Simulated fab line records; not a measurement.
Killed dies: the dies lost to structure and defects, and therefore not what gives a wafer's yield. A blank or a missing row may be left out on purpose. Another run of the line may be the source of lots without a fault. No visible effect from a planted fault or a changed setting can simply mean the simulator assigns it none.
Chamber matching -- flow n5 finfet -- rie diel-06 running N5_FIN_SAQP_STRIP_55: 4 sister chambers
The step strips in N2/H2. 4 wafers are shown with their chamber, then 9 later ones without.

## WAFERS, EACH WITH ITS CHAMBER
wafer,chamber,showerhead plenum p Torr (Torr)
L084.1,3,3.21
L084.3,0,3.46
L086.1,2,3.19
L086.4,1,3.37

## WAFERS MISSING THEIR CHAMBER
wafer,showerhead plenum p Torr (Torr)
L087.1,3.37
L087.5,3.46
L087.6,3.19
L091.1,3.36
L091.2,3.19
L091.6,3.19
L097.1,3.36
L097.2,3.20
L097.5,3.45

## EACH ONE'S CHAMBER
wafer,from the rows above,in truth
L087.1,1,1
L087.5,0,0
L087.6,2,2
L091.1,1,1
L091.2,2,2
L091.6,2,2
L097.1,1,1
L097.2,can't be placed: 3 or 2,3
L097.5,0,0
Placed correctly: 8 of 9. These rows do not allow placing 1 (true chamber among the candidates in 1). Placed wrongly: 0.
How it was worked out, from the rows above alone: a wafer's distance from a chamber is the root of the sum, over the readings, of the square of ((its reading less the chamber's mean) divided by the reading's scatter). The wafer belongs to the nearest chamber; if the next one is less than 2 further off, it can't be placed. The mean given for a chamber averages the wafers shown for that chamber. The scatter: with one shown wafer a chamber, the root of the mean of the squares of how far each hidden wafer lies from its nearest shown one.
